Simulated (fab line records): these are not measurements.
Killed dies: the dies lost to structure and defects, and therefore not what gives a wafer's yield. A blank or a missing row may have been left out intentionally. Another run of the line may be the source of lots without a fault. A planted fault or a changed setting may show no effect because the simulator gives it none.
Problem report in the 8D (eight disciplines) form, filled by code -- flow n5_finfet -- the parts of the form that need people (team, actions taken, sign-off) are left out

== 1. WHAT IS WRONG ==
exposure_dose_mJ_cm2 at N5_MIM_TOP_LITHO_EXPOSE_05 reads a mean of 20.029 on 6 wafers of 2 lots; wafers without a fault read 20.484 with a standard deviation of 0.02. That is -23 standard deviations from the usual mean.
The step: exposes mask MIM TOP, target cd 2000 nm.
First seen on wafer L566.1, day 14 04:18, on krf_scanner-01. At this step, 18 wafers from 6 lots have a number in the record. The rule behind "out" and "out of limits": a value lying over 4 standard deviations away from the usual mean. The rest of the wafers with a number are treated as sound.

== 2. WHAT IT IS; WHAT IT IS NOT ==
question,is,is not
which readings at this step,exposure_dose_mJ_cm2,-
which lots,"L566, L567","L555, L563, L571, L576"
which wafers of those lots,all that have a number,-
read on which tools,krf_scanner-01,krf_scanner-02
when,from day 14 04:18,"up to then (6 sound wafers); but 6 sound wafers of L571, L576 came after"

== 3. WHAT RULES OUT EACH SUSPECT ==
Counting: a tool stays on the suspect list if, at a process step up to the reading, it processed all lots that are out and no sound lot following the first of them.
- krf_scanner-01 at N5_MIM_TOP_LITHO_EXPOSE_05 (exposes mask MIM TOP, target cd 2000 nm): kept. Every lot that is out went through it, starting with L566 (day 14 04:18), and after that it ran no sound lot; the last sound lot it ran before then is L563 (day 13 05:56). Its own exposure_dose_mJ_cm2 readings are out on those wafers.
After counting, what remains is krf_scanner-01 at N5_MIM_TOP_LITHO_EXPOSE_05.

== 4. THE CAUSE (what the simulator had put in) ==
Process parameters drifting: krf_scanner-01 at N5_MIM_TOP_LITHO_EXPOSE_05, beginning at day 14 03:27. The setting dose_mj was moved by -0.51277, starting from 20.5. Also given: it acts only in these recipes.
This tool alone remained once counting was done.

== 5. SEQUENCE OF EFFECTS, ordered by route ==
One row per reading whose mean, taken over the struck wafers that have a number, lies over 3 standard deviations from the usual. Scope: only readings with a usual standard deviation given in the record; hours: median across lots of the time from each lot's start at the first step in this table that gives one to its start at this step; sigmas: change in usual standard deviations.
hours,step,reading,usual,on struck wafers,change,sigmas
0,N5_MIM_TOP_LITHO_EXPOSE_05,exposure_dose_mJ_cm2,20.484,20.029,-0.455,-23
It contains these process steps:
- N5_MIM_TOP_LITHO_EXPOSE_05: exposes mask MIM TOP, target cd 2000 nm.

== 6. HOW IT WOULD HAVE BEEN CAUGHT EARLIER ==
In this record the first reading out of limits was taken at day 14 04:18, 1 hour after the fault began at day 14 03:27.
